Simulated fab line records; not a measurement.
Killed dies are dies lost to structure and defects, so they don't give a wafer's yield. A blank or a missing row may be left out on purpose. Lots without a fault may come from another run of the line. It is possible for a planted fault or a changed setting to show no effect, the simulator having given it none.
fab line records	flow n5-finfet
record lots=7	wafers=21	last-day=18
route steps=1938 shown BEOL_M0_SAQP@652 BEOL_M4@1111
lots untouched by any fault: they come from a run of this same line in which no faults occurred
start-h: hours from the record's first day to the start of the lot's first wafer shown	wait-h: hours since the lot's step before	" unchanged from the row above	L1.1+2: a row that stands for several wafers	- either no value or no given start	* or withheld: withheld	< > ~ a bound
route shown NAME@n: a module of which the file shows steps, and the number in the route of the first	usual: the fault-free wafers' mean and standard deviation	same: alike in all rows	chamber/n: place in a boat	sites: each site's reading	_std_site: the values' standard deviation	_edge_site: outer sites' mean less inner sites'	radius-mm: for every site, how far away it sits from the centre of the wafer	mask NAME#n: copy n	behind: the tool/chamber that last shaped the wafer	hold: cause of the lot's hold/its duration in hours/its outcome	device: which transistor (n, p or np) failed to switch	end of line: tests run on the same wafers once the route is complete	a step without rows: its recipe alone	killed: not the wafer's yield, but the dies lost to structure and defects at the first sort	map: the dies of a wafer, with x for killed, . for not killed, _ for no die there
set.NAME: the setting the step ran with; set.NAME@STEP: the setting that earlier step ran with	model.NAME: the simulator's own value behind a step, which no gauge read
lots at selected steps of the route; one table per step, one row per wafer
services: from which hour (start-h, from the record's first day; less than 0 if before it) a tool's chamber was out of use, for how many hours, and why
## steps
# step N5_BEOL_M0_SAQP_DESCUM_19
# recipe chemistry=O2	time-s=7.9	source-power-w=50	bias-power-w=20	pressure-mtorr=20	rf-frequency-hz=2.712e+07	temp-c=40	resist=CAR-ArF	o2-flow-sccm=225
# step N5_BEOL_M0_SAQP_ETCH_83
# recipe chemistry=CF4	target=SiARC	target-depth-a=390	mask-material=CAR-ArF	time-s=65	ion-energy-ev=80	pressure-mtorr=40	source-w=545	bias-w=36	Ar_flow_sccm=100	cf4-flow-sccm=100	ends=cleared
# step N5_BEOL_M0_SAQP_ETCH_84
# recipe chemistry=N2/H2	target=SOC	target-depth-a=1000	overetch-a=200	mask-material=SiARC	temp-c=40	time-s=150	ion-energy-ev=200	pressure-mtorr=30	source-w=840	bias-w=150	n2-flow-sccm=200	h2-flow-sccm=200
# step N5_BEOL_M0_SAQP_STRIP_80
# recipe chemistry=N2/H2	temp-c=40	n2-flow-sccm=200	h2-flow-sccm=200	rf-frequency-hz=6e+07
# step N5_BEOL_M0_SAQP_HM_OPEN_112
# recipe chemistry=CHF3/O2	target=SiO2	stop-on=a-Si	target-depth-a=120	over-etch-frac=1.25	mask-material=SOC	time-s=13.5	pressure-mtorr=30	source-w=650	bias-w=170	Ar_flow_sccm=200	CHF3_flow_sccm=50	O2_flow_sccm=5	ion-energy-ev=200	ends=end-point
# step N5_BEOL_M0_SAQP_STRIP_113
# recipe chemistry=CHF3/O2	resist=SiARC	rf-frequency-hz=6e+07
# step N5_BEOL_M0_SAQP_MANDREL_ETCH_20
# recipe target-depth-a=600	chemistry=HBr/Cl2	target=a-Si	stop-on=SiNx	bt-time-s=10	mask-material=SOC	over-etch-frac=0.5	time-s=30	pressure-mtorr=10	icp-w=800	bias-w=75	HBr_flow_sccm=150	Cl2_flow_sccm=80	ends=end-point
# usual drypump-motor-current-A=5.9/0.37	oes-product-au=0.772/0.015	throttle-valve-pct=35.3/0.38
lot.wafer	tool	chamber	start-h	wait-h	drypump-motor-current-A	oes-product-au	rf-hours-counter-h	throttle-valve-pct
L603.2	rie-si-06	0	141.42	0.0	5.2	0.787	38	35.5
L603.3	"	3	"	"	6.3	0.763	126	35.1
L603.4	"	2	"	"	6.1	0.774	11	34.6
L605.3	rie-si-06	3	148.99	0.0	6.3	0.770	126	35.1
L605.5	"	2	"	"	6.1	0.770	-	34.6
L605.6	"	3	"	"	6.3	0.762	-	35.1
L610.2	rie-si-04	1	186.58	0.0	5.9	0.785	100	35.1
L610.4	"	2	"	"	5.9	0.760	143	35.0
L610.5	"	1	"	"	5.9	0.784	-	35.1
L611.1	rie-si-04	1	188.18	0.0	5.9	0.794	100	35.1
L611.3	"	0	"	"	5.6	0.755	43	35.8
L611.4	"	2	"	"	5.9	0.762	143	35.1
L612.2	rie-si-06	1	196.68	0.0	6.1	0.762	0	35.1
L612.3	"	0	"	"	5.2	0.796	39	35.5
L612.6	"	1	"	"	6.1	0.779	-	35.1
L618.1	rie-si-06	0	235.40	0.0	5.2	0.804	40	35.5
L618.4	"	1	"	"	6.1	0.793	1	35.0
L618.5	"	3	"	"	6.3	0.772	-	35.1
L620.1	rie-si-05	0	244.88	0.0	5.3	0.751	6	35.5
L620.2	"	1	"	"	6.2	0.784	120	35.4
L620.3	"	2	"	"	6.4	0.755	93	35.4
# step N5_BEOL_M0_SAQP_STRIP_86
# recipe chemistry=N2/H2	power-w=500	temp-c=40	pressure-mtorr=50	rf-frequency-hz=6e+07	overash-fraction=0.3	bias-power-w=28	h2-frac=0.5	n2-flow-sccm=300	h2-flow-sccm=300
# usual bias-power-w=28.01/0.079	drypump-motor-current-A=5.8/0.47	oes-product-au=0.85/0.079	rf-vpp-V=122.1/1.3	showerhead-plenum-p-Torr=3.35/0.095	throttle-valve-pct=18.7/0.47
lot.wafer	tool	chamber	start-h	wait-h	bias-power-w	drypump-motor-current-A	oes-product-au	rf-hours-counter-h	rf-vpp-V	showerhead-plenum-p-Torr	throttle-valve-pct
L603.2	rie-diel-01	1	141.62	0.2	27.95	5.4	0.92	19	120.9	3.29	17.9
L603.3	"	0	"	"	28.03	5.5	0.95	10	119.8	3.28	19.0
L603.4	"	3	"	"	28.04	6.0	0.88	35	121.6	3.41	18.8
L605.3	rie-diel-03	2	149.09	0.1	28.08	5.8	0.78	98	120.9	3.40	18.4
L605.5	"	0	"	"	27.95	6.1	0.86	-	120.1	3.42	19.7
L605.6	"	3	"	"	28.04	6.6	0.90	-	122.9	3.56	18.7
L610.2	rie-diel-01	0	186.85	0.2	28.08	5.5	0.90	26	121.8	3.27	19.0
L610.4	"	1	"	"	27.95	5.4	0.87	34	122.0	3.28	18.0
L610.5	"	3	"	"	28.11	6.0	0.87	-	121.1	3.40	18.8
L611.1	rie-diel-01	0	188.53	0.3	28.03	5.5	0.90	26	122.3	3.27	19.0
L611.3	"	2	"	"	28.01	5.3	0.92	22	120.5	3.24	18.2
L611.4	"	1	"	"	27.96	5.4	0.86	35	121.4	3.28	18.0
L612.2	rie-diel-03	2	196.90	0.2	28.06	5.8	0.78	115	123.3	3.39	18.4
L612.3	"	3	"	"	27.95	6.5	0.90	37	121.4	3.55	18.7
L612.6	"	3	"	"	28.12	6.5	0.90	-	121.6	3.55	18.7
L618.1	rie-diel-01	0	235.51	0.1	27.98	5.5	0.89	43	120.3	3.26	19.0
L618.4	"	1	"	"	27.88	5.4	0.85	50	121.5	3.27	18.0
L618.5	"	3	"	"	28.12	6.1	0.83	-	122.9	3.39	18.8
L620.1	rie-diel-03	0	245.07	0.1	27.88	6.1	0.80	80	121.1	3.40	19.8
L620.2	"	1	"	"	28.09	6.6	0.74	176	122.2	3.32	18.7
L620.3	"	3	"	"	27.95	6.5	0.86	51	122.2	3.54	18.7
# step N5_BEOL_M0_SAQP_STRIP_115
# recipe chemistry=post-etch-residue-remover	time-s=60	temp-c=25	remover-ph=withheld	remover-water-wt-pct=withheld	remover-fluoride-wt-pct=withheld
# step N5_BEOL_M0_SAQP_SRD_93
# recipe dry=ipa-marangoni	time-s=30	temp-c=23	rinse-liquid=diw
# step N5_BEOL_M0_SAQP_RECESS_114
# recipe chemistry=HF/NH3	target=SiO2	target-depth-a=144	afs-cycles=3	temp-c=30	sublimation-temp-c=180	sublimation-time-s=60
# usual drypump-motor-current-A=6.16/0.18
lot.wafer	tool	chamber	start-h	wait-h	drypump-motor-current-A
L603.2	vapor-etch-01	1	141.75	0.0	6.15
L603.3	"	1	"	"	6.15
L603.4	"	0	"	"	5.91
L605.3	vapor-etch-02	0	149.47	0.3	6.14
L605.5	"	1	"	"	6.43
L605.6	"	0	"	"	6.11
L610.2	vapor-etch-02	1	186.99	0.0	6.43
L610.4	"	1	"	"	6.41
L610.5	"	0	"	"	6.12
L611.1	vapor-etch-02	0	188.67	0.0	6.12
L611.3	"	0	"	"	6.13
L611.4	"	1	"	"	6.40
L612.2	vapor-etch-01	0	197.03	0.0	5.91
L612.3	"	1	"	"	6.16
L612.6	"	0	"	"	5.89
L618.1	vapor-etch-02	1	235.64	0.0	6.42
L618.4	"	0	"	"	6.14
L618.5	"	1	"	"	6.42
L620.1	vapor-etch-02	0	245.45	0.3	6.13
L620.2	"	1	"	"	6.42
L620.3	"	1	"	"	6.42
# step N5_BEOL_M0_SAQP_SPACER1_ALD_98
# recipe material=SiO2	target-thk-a=128	temp-c=300	ald-precursor-family=BDEAS	ald-co-reactant=O2-plasma	pulse-time-s=1	purge-time-s=2	co-reactant-purge-time-s=2	ald-cycles=138	pressure-torr=2
# usual heater-power-w=470/47	precursor-pulse-height-rel=0.995/0.019
# same co-reactant-purge-time-s=2
lot.wafer	tool	chamber	start-h	wait-h	heater-power-w	precursor-pulse-height-rel
L603.2	ald-sin-01	2	142.31	0.4	440	1.011
L603.3	"	1	"	"	434	0.988
L603.4	"	0	"	"	524	0.996
L605.3	ald-sin-01	3	149.74	0.1	464	0.999
L605.5	"	3	"	"	454	0.958
L605.6	"	2	"	"	431	1.000
L610.2	ald-sin-04	3	187.55	0.4	564	0.990
L610.4	"	1	"	"	417	1.000
L610.5	"	0	"	"	441	1.030
L611.1	ald-sin-01	1	189.41	0.6	449	1.028
L611.3	"	3	"	"	466	1.014
L611.4	"	2	"	"	438	1.014
L612.2	ald-sin-01	0	197.41	0.3	531	1.015
L612.3	"	1	"	"	448	0.968
L612.6	"	3	"	"	462	0.965
L618.1	ald-sin-03	3	236.03	0.3	405	0.992
L618.4	"	0	"	"	581	0.981
L618.5	"	1	"	"	485	1.030
L620.1	ald-sin-01	3	246.47	0.9	460	0.993
L620.2	"	0	"	"	527	0.990
L620.3	"	2	"	"	436	0.950
# step N5_BEOL_M0_SAQP_SPACER1_ETCHBACK_99
# recipe chemistry=CHF3/O2	mode=anisotropic-etchback	target=SiO2	target-depth-a=154	time-s=7.7	pressure-mtorr=30	source-w=650	bias-w=170	Ar_flow_sccm=200	CHF3_flow_sccm=50	O2_flow_sccm=5	ion-energy-ev=200
# usual CHF3_flow_sccm=50.01/0.14	O2_flow_sccm=5.000/0.015	drypump-motor-current-A=5.9/0.49	oes-product-au=0.82/0.08	rf-vpp-V=525/18	showerhead-plenum-p-Torr=2.43/0.079	throttle-valve-pct=18.81/0.15
lot.wafer	tool	chamber	start-h	wait-h	CHF3_flow_sccm	O2_flow_sccm	drypump-motor-current-A	oes-product-au	rf-hours-counter-h	rf-vpp-V	showerhead-plenum-p-Torr	throttle-valve-pct
L603.2	rie-diel-03	0	142.84	0.3	50.16	4.980	6.0	0.86	48	546	2.43	18.81
L603.3	"	3	"	"	50.25	4.991	6.5	0.91	18	515	2.58	18.79
L603.4	"	2	"	"	50.00	4.977	5.8	0.79	96	513	2.44	18.77
L605.3	rie-diel-05	1	150.21	0.3	50.12	4.996	6.0	0.65	238	526	2.47	18.76
L605.5	"	0	"	"	50.14	5.001	5.1	0.72	-	487	2.30	18.77
L605.6	"	1	"	"	49.86	4.989	5.9	0.65	-	523	2.47	18.78
L610.2	rie-diel-03	0	188.03	0.3	-	-	-	-	-	-	-	-
L610.4	"	2	"	"	-	-	-	-	-	-	-	-
L610.5	"	2	"	"	-	-	-	-	-	-	-	-
L611.1	rie-diel-03	1	190.00	0.4	-	-	-	-	-	-	-	-
L611.3	"	0	"	"	-	-	-	-	-	-	-	-
L611.4	"	3	"	"	-	-	-	-	-	-	-	-
L612.2	rie-diel-03	2	197.93	0.3	-	-	-	-	-	-	-	-
L612.3	"	0	"	"	-	-	-	-	-	-	-	-
L612.6	"	3	"	"	-	-	-	-	-	-	-	-
L618.1	rie-diel-01	2	236.51	0.3	49.92	5.000	5.2	0.88	37	536	2.35	18.62
L618.4	"	0	"	"	49.92	5.012	5.5	0.89	43	532	2.37	18.78
L618.5	"	3	"	"	50.00	4.994	6.0	0.83	-	496	2.47	18.96
L620.1	rie-diel-01	0	246.95	0.3	49.93	5.028	5.5	0.88	46	531	2.37	18.79
L620.2	"	1	"	"	49.81	4.999	5.4	0.84	53	536	2.37	18.60
L620.3	"	2	"	"	50.06	4.988	5.3	0.88	40	537	2.35	18.64
# step N5_BEOL_M0_SAQP_MANDREL1_REMOVE_100
# recipe chemistry=HBr/Cl2/O2	bt-time-s=10	target=a-Si	stop-on=SiNx	endpoint=OES-SiCl	over-etch-frac=0.85	icp-w=600	bias-w=30	HBr_flow_sccm=150	Cl2_flow_sccm=80	O2_flow_sccm=5	pressure-mtorr=10
# usual drypump-motor-current-A=5.9/0.39	oes-product-au=0.996/0.02	throttle-valve-pct=36.6/0.38
lot.wafer	tool	chamber	start-h	wait-h	drypump-motor-current-A	oes-product-au	rf-hours-counter-h	throttle-valve-pct
L603.2	rie-si-06	1	142.93	0.1	6.2	1.015	194	36.6
L603.3	"	2	"	"	6.1	0.990	11	35.8
L603.4	"	0	"	"	5.2	1.018	38	36.8
L605.3	rie-si-04	3	150.30	0.1	5.6	1.009	29	36.4
L605.5	"	0	"	"	5.6	0.985	-	37.0
L605.6	"	3	"	"	5.7	1.007	-	36.4
L610.2	rie-si-05	2	188.12	0.1	6.4	0.372	93	36.7
L610.4	"	1	"	"	6.1	0.376	119	36.6
L610.5	"	1	"	"	6.2	0.375	-	36.6
L611.1	rie-si-05	1	190.08	0.1	6.1	0.374	119	36.6
L611.3	"	0	"	"	5.3	0.369	5	36.7
L611.4	"	3	"	"	5.8	0.366	159	37.4
L612.2	rie-si-04	1	198.02	0.1	5.9	0.384	100	36.3
L612.3	"	2	"	"	6.0	0.365	143	36.3
L612.6	"	2	"	"	5.9	0.366	-	36.3
L618.1	rie-si-06	3	236.59	0.1	6.3	0.971	127	36.4
L618.4	"	0	"	"	5.2	1.021	40	36.8
L618.5	"	3	"	"	6.3	0.979	-	36.4
L620.1	rie-si-06	3	247.03	0.1	6.3	0.965	128	36.4
L620.2	"	2	"	"	6.2	0.975	13	35.8
L620.3	"	0	"	"	5.2	1.030	40	36.8
# step N5_BEOL_M0_SAQP_CD_MEAS_25
# recipe target-cd-nm=13.1	landing-energy-ev=1000	detector=se-inlens
# usual cd-nm=12.77/0.23
lot.wafer	tool	chamber	start-h	wait-h	cd-nm
L603.2	cd-sem-03	0	143.04	0.1	12.84
L603.3	"	0	"	"	12.64
L603.4	"	0	"	"	12.44
L605.3	cd-sem-02	0	150.41	0.1	12.72
L605.5	"	0	"	"	12.65
L605.6	"	0	"	"	12.44
L610.2	cd-sem-02	0	188.23	0.1	-
L610.4	"	0	"	"	-
L610.5	"	0	"	"	-
L611.1	cd-sem-02	0	190.19	0.1	-
L611.3	"	0	"	"	-
L611.4	"	0	"	"	-
L612.2	cd-sem-02	0	198.13	0.1	-
L612.3	"	0	"	"	-
L612.6	"	0	"	"	-
L618.1	cd-sem-03	0	236.70	0.1	13.18
L618.4	"	0	"	"	12.93
L618.5	"	0	"	"	12.84
L620.1	cd-sem-03	0	247.14	0.1	12.96
L620.2	"	0	"	"	12.59
L620.3	"	0	"	"	12.76
# step N5_BEOL_M0_SAQP_ETCH_101
# recipe chemistry=CH3F/O2	target=SiNx	mask-material=SiO2	target-depth-a=299	time-s=42.7	pressure-mtorr=30	source-w=395	bias-w=73	Ar_flow_sccm=150	CH3F_flow_sccm=30	O2_flow_sccm=20	ion-energy-ev=120
# usual drypump-motor-current-A=5.7/0.5	oes-product-au=0.82/0.091	rf-vpp-V=299/11	showerhead-plenum-p-Torr=2.00/0.069	throttle-valve-pct=16.28/0.21
lot.wafer	tool	chamber	start-h	wait-h	drypump-motor-current-A	oes-product-au	rf-hours-counter-h	rf-vpp-V	showerhead-plenum-p-Torr	throttle-valve-pct
L603.2	rie-diel-01	1	143.12	0.1	5.4	0.90	19	302	1.98	16.00
L603.3	"	3	"	"	6.0	0.87	35	283	2.07	16.37
L603.4	"	0	"	"	5.5	0.95	11	303	1.97	16.12
L605.3	rie-diel-05	2	150.67	0.3	5.0	0.86	59	303	1.93	16.22
L605.5	"	0	"	"	5.1	0.71	-	276	1.91	16.25
L605.6	"	1	"	"	5.9	0.65	-	299	2.06	16.32
L610.2	rie-diel-03	3	188.57	0.3	6.5	0.34	33	291	2.14	16.14
L610.4	"	2	"	"	5.8	0.29	111	293	2.02	16.23
L610.5	"	1	"	"	6.6	0.29	-	304	1.97	16.27
L611.1	rie-diel-03	1	190.26	0.1	6.6	0.28	159	306	1.97	16.27
L611.3	"	0	"	"	6.1	0.32	63	309	2.01	16.19
L611.4	"	2	"	"	5.8	0.29	111	291	2.02	16.24
L612.2	rie-diel-01	2	198.26	0.1	5.2	0.34	26	305	1.96	15.99
L612.3	"	3	"	"	6.0	0.32	56	282	2.06	16.35
L612.6	"	2	"	"	5.3	0.34	-	304	1.96	16.00
L618.1	rie-diel-05	2	236.74	0.0	5.0	0.84	83	302	1.92	16.24
L618.4	"	3	"	"	5.8	0.70	-	312	2.08	16.80
L618.5	"	2	"	"	5.0	0.83	-	302	1.92	16.25
L620.1	rie-diel-05	1	247.18	0.0	6.0	1.01	1	299	2.05	15.89
L620.2	"	3	"	"	5.8	0.70	216	313	2.08	16.78
L620.3	"	0	"	"	5.1	0.70	202	278	1.90	16.31
# step N5_BEOL_M0_SAQP_ETCH_102
# recipe chemistry=CF4	target=SiO2	target-depth-a=40	ion-energy-ev=350	time-s=4.4	pressure-mtorr=10	icp-w=800	bias-w=400	cf4-flow-sccm=80
# usual cf4-flow-sccm=80.00/0.23	drypump-motor-current-A=5.8/0.41	oes-product-au=1.005/0.022	throttle-valve-pct=21.70/0.2
lot.wafer	tool	chamber	start-h	wait-h	cf4-flow-sccm	drypump-motor-current-A	oes-product-au	rf-hours-counter-h	throttle-valve-pct
L603.2	rie-si-04	0	143.22	0.1	79.71	5.5	1.027	42	22.05
L603.3	"	1	"	"	79.79	5.9	0.993	99	21.47
L603.4	"	3	"	"	80.10	5.6	1.017	29	21.65
L605.3	rie-si-05	2	150.77	0.1	80.15	6.4	1.008	92	21.73
L605.5	"	0	"	"	79.79	5.3	1.001	-	21.54
L605.6	"	3	"	"	79.58	5.8	0.946	-	21.91
L610.2	rie-si-06	0	188.67	0.1	79.92	5.2	1.029	39	21.93
L610.4	"	2	"	"	80.16	6.2	0.988	12	21.52
L610.5	"	1	"	"	80.10	6.1	1.019	-	21.69
L611.1	rie-si-06	1	190.37	0.1	79.75	6.2	1.018	0	21.69
L611.3	"	2	"	"	80.25	6.1	0.987	12	21.52
L611.4	"	3	"	"	80.08	6.3	1.019	127	21.76
L612.2	rie-si-06	3	198.36	0.1	79.83	6.3	1.021	127	21.75
L612.3	"	2	"	"	79.97	6.2	0.981	12	21.49
L612.6	"	1	"	"	79.45	6.2	1.017	-	21.69
L618.1	rie-si-04	2	236.85	0.1	79.86	5.9	1.010	144	21.22
L618.4	"	0	"	"	80.19	5.5	1.020	44	22.05
L618.5	"	3	"	"	79.92	5.6	1.015	-	21.64
L620.1	rie-si-05	2	247.29	0.1	80.00	6.4	1.008	94	21.74
L620.2	"	0	"	"	80.07	5.3	0.998	6	21.54
L620.3	"	1	"	"	79.68	6.1	1.009	120	21.52
# step N5_BEOL_M0_SAQP_MANDREL_ETCH_103
# recipe chemistry=HBr/Cl2	target=a-Si	target-depth-a=450	bt-time-s=10	stop-on=SiCN	mask-material=SiO2	over-etch-frac=0.8	time-s=27	pressure-mtorr=10	icp-w=800	bias-w=75	HBr_flow_sccm=150	Cl2_flow_sccm=80	ends=end-point
# usual drypump-motor-current-A=5.8/0.41	oes-product-au=0.681/0.013	throttle-valve-pct=35.4/0.39
lot.wafer	tool	chamber	start-h	wait-h	drypump-motor-current-A	oes-product-au	rf-hours-counter-h	throttle-valve-pct
L603.2	rie-si-04	0	143.26	0.0	5.6	0.697	42	35.7
L603.3	"	1	"	"	5.9	0.693	99	35.1
L603.4	"	3	"	"	5.7	0.713	29	35.0
L605.3	rie-si-05	2	150.81	0.0	6.4	0.677	92	35.4
L605.5	"	0	"	"	5.3	0.665	-	35.5
L605.6	"	3	"	"	5.8	0.672	-	36.1
L610.2	rie-si-06	0	188.71	0.0	5.2	0.296	39	36.4
L610.4	"	2	"	"	6.1	0.287	12	35.4
L610.5	"	1	"	"	6.1	0.291	-	36.0
L611.1	rie-si-06	1	190.40	0.0	6.2	0.285	0	35.9
L611.3	"	2	"	"	6.1	0.284	12	35.5
L611.4	"	3	"	"	6.3	0.285	127	36.0
L612.2	rie-si-06	3	198.40	0.0	6.3	0.280	127	36.0
L612.3	"	2	"	"	6.1	0.278	12	35.4
L612.6	"	1	"	"	6.2	0.278	-	36.0
L618.1	rie-si-04	2	236.88	0.0	5.9	0.667	144	35.0
L618.4	"	0	"	"	5.6	0.678	44	35.7
L618.5	"	3	"	"	5.7	0.691	-	35.1
L620.1	rie-si-05	2	247.32	0.0	6.4	0.663	94	35.4
L620.2	"	0	"	"	5.3	0.679	6	35.5
L620.3	"	1	"	"	6.1	0.695	120	35.3
# step N5_BEOL_M0_SAQP_RECESS_104
# recipe chemistry=HF/NH3	target=SiO2	target-depth-a=180	afs-cycles=3	temp-c=30	sublimation-temp-c=180	sublimation-time-s=60
# step N5_BEOL_M0_SAQP_COAT_105
# recipe resist=SOC	temp-c=250	time-s=60	spin-rpm=1500	resist-thk-nm=100
# step N5_BEOL_M0_SAQP_ETCH_106
# recipe chemistry=N2/H2	target=SOC	target-depth-a=1500	stop-on=SiNx	ion-energy-ev=100	bias-w=61	pressure-mtorr=30	source-w=850	n2-flow-sccm=200	h2-flow-sccm=200
# usual drypump-motor-current-A=5.8/0.47	oes-product-au=0.81/0.076	rf-vpp-V=240.6/1.2	showerhead-plenum-p-Torr=2.54/0.075	throttle-valve-pct=17.67/0.26
lot.wafer	tool	chamber	start-h	wait-h	drypump-motor-current-A	oes-product-au	rf-hours-counter-h	rf-vpp-V	showerhead-plenum-p-Torr	throttle-valve-pct
L603.2	rie-diel-03	2	143.84	-	5.8	0.78	96	240.7	2.57	17.59
L603.3	"	3	"	"	6.5	0.91	19	243.6	2.70	17.57
L603.4	"	0	"	"	6.1	0.85	48	241.0	2.59	18.00
L605.3	rie-diel-01	3	151.35	-	6.1	0.86	38	241.1	2.58	17.65
L605.5	"	3	"	"	6.0	0.87	-	242.3	2.58	17.63
L605.6	"	0	"	"	5.5	0.91	-	240.6	2.48	17.48
L610.2	rie-diel-01	2	189.24	-	5.2	0.34	22	239.4	2.45	17.22
L610.4	"	3	"	"	6.0	0.32	51	241.7	2.58	17.62
L610.5	"	0	"	"	5.5	0.33	-	238.7	2.47	17.48
L611.1	rie-diel-01	2	190.97	-	5.2	0.33	22	240.8	2.45	17.20
L611.3	"	3	"	"	6.0	0.32	52	240.5	2.57	17.63
L611.4	"	0	"	"	5.5	0.33	27	240.0	2.47	17.48
L612.2	rie-diel-01	2	198.97	-	5.3	0.33	26	238.9	2.45	17.23
L612.3	"	1	"	"	5.4	0.32	39	240.5	2.48	17.20
L612.6	"	3	"	"	6.0	0.33	-	241.3	2.57	17.62
L618.1	rie-diel-03	0	237.41	-	6.1	0.80	78	241.3	2.57	18.03
L618.4	"	3	"	"	6.5	0.85	49	241.7	2.69	17.62
L618.5	"	1	"	"	6.6	0.74	-	239.9	2.52	17.77
L620.1	rie-diel-05	3	247.85	-	5.8	0.68	216	240.9	2.63	18.16
L620.2	"	1	"	"	6.0	0.97	1	242.9	2.59	17.20
L620.3	"	0	"	"	5.1	0.69	202	239.0	2.44	17.90
# step N5_BEOL_M0_SAQP_ETCH_107
# recipe chemistry=CH3F/O2	target=SiNx	target-depth-a=300	mask-material=SOC	pressure-mtorr=30	source-w=395	bias-w=73	Ar_flow_sccm=150	CH3F_flow_sccm=30	O2_flow_sccm=20	ion-energy-ev=120
# step N5_BEOL_M4_RC_MEAS_101
# usual DIBL_N=37.2/2.5	DIBL_P=38/3	IOFF_N=0.17/0.044	IOFF_P=0.24/0.059	ION_N=667/13	ION_P=461/7.9	SS_N=71.8/0.86	SS_P=73.6/0.92	VT_N=250/4.1	VT_P=-249/3.9
lot.wafer	tool	chamber	start-h	wait-h	DIBL_N[mV/V]	DIBL_P[mV/V]	IOFF_N[nA/um]	IOFF_P[nA/um]	ION_N[uA/um]	ION_P[uA/um]	SS_N[mV/dec]	SS_P[mV/dec]	VT_N[mV]	VT_P[mV]
L605.3	prober-02	0	207.86	0.3	38.4	38	0.20	0.26	686	464	72.6	73.8	245	-245
L605.5	"	0	"	"	37.9	37	0.19	0.24	683	465	71.4	73.6	250	-248
L605.6	"	0	"	"	36.1	35	0.15	0.21	669	458	70.9	72.8	249	-250
L603.2	prober-01	0	212.88	0.2	38.8	37	0.17	0.23	678	460	72.1	74.2	254	-251
L603.3	"	0	"	"	39.8	40	0.21	0.28	681	462	72.1	74.6	249	-247
L603.4	"	0	"	"	39.7	39	0.20	0.26	678	458	71.8	74.3	251	-248
L618.1	prober-01	0	290.74	0.0	39.6	40	0.22	0.31	688	469	72.0	74.3	244	-244
L618.4	"	0	"	"	39.8	42	0.22	0.36	683	472	72.2	74.0	246	-240
L618.5	"	0	"	"	35.1	35	0.12	0.22	648	456	71.3	72.8	252	-249
L620.1	prober-01	0	315.40	0.0	38.3	37	0.15	0.25	665	463	72.4	73.5	252	-247
L620.2	"	0	"	"	37.9	36	0.14	0.22	650	454	71.4	74.0	254	-248
L620.3	"	0	"	"	40.6	40	0.21	0.32	679	469	73.0	74.8	249	-246
## services
tool	chamber	start-h	hours	kind
rie-diel-05	0	118.41	3.1	repair
ald-sin-03	-	123.64	3.7	repair
ald-sin-03	-	129.82	1.7	repair
rie-diel-03	-	134.45	2.8	pm
rie-diel-05	-	139.00	2.8	pm
ald-sin-04	3	148.02	13.1	repair
rie-si-06	1	149.14	-	clean
rie-si-06	1	149.14	18.9	scheduled-down
rie-si-06	1	149.14	18.9	vent-cycle
rie-diel-05	3	158.44	5.2	repair
vapor-etch-02	1	165.05	5.2	repair
ald-sin-03	-	176.92	14.0	pm
rie-diel-05	-	183.76	15.6	pm
rie-si-04	-	194.81	2.8	pm
rie-diel-05	0	200.72	8.9	repair
ald-sin-03	2	202.10	28.3	repair
rie-diel-05	1	203.12	7.6	repair
rie-diel-05	1	211.16	-	clean
rie-diel-05	1	211.16	-	consumable-replace:focus-ring
rie-diel-05	1	211.16	31.8	scheduled-down
rie-diel-05	1	211.16	31.8	vent-cycle
rie-diel-05	3	215.05	2.0	repair
rie-si-05	3	237.35	43.6	repair
rie-si-04	-	244.62	0.3	repair
## key
first-sign step=N5_BEOL_M0_SAQP_SPACER1_ETCHBACK_99	reading=tool-record	direction=missing
effect step=N5_BEOL_M0_SAQP_MANDREL1_REMOVE_100	reading=oes-product-au	direction=down	sigmas=31	usual=0.996	struck=0.372
effect step=N5_BEOL_M0_SAQP_CD_MEAS_25	reading=cd-nm	direction=missing
effect step=N5_BEOL_M0_SAQP_ETCH_101	reading=oes-product-au	direction=down	sigmas=5.6	usual=0.82	struck=0.31
effect step=N5_BEOL_M0_SAQP_MANDREL_ETCH_103	reading=oes-product-au	direction=down	sigmas=29	usual=0.681	struck=0.285
effect step=N5_BEOL_M0_SAQP_ETCH_106	reading=oes-product-au	direction=down	sigmas=6.4	usual=0.81	struck=0.33
met-at N5_BEOL_M0_SAQP_SPACER1_ETCHBACK_99
struck-wafers L610.2,L610.4,L610.5,L611.1,L611.3,L611.4,L612.2,L612.3,L612.6
later-rows-left-out L610.2,L610.4,L610.5,L611.1,L611.3,L611.4,L612.2,L612.3,L612.6
sort-left-out L610.2,L610.4,L610.5,L611.1,L611.3,L611.4,L612.2,L612.3,L612.6
onset-between 142.84 188.03
fault kind=skipped-step-whole	tool=rie-diel-03	chamber=-	onset-h=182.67	steps=N5_BEOL_M0_SAQP_SPACER1_ETCHBACK_99	scope=struck-lots-only
# sort-left-out: the simulated sort isn't trusted on such a fault, so these wafers' sort isn't shown, and their yield isn't known
# later-rows-left-out: the simulator's readings of these wafers behind a module that went badly wrong aren't trusted and aren't shown, but for the sort
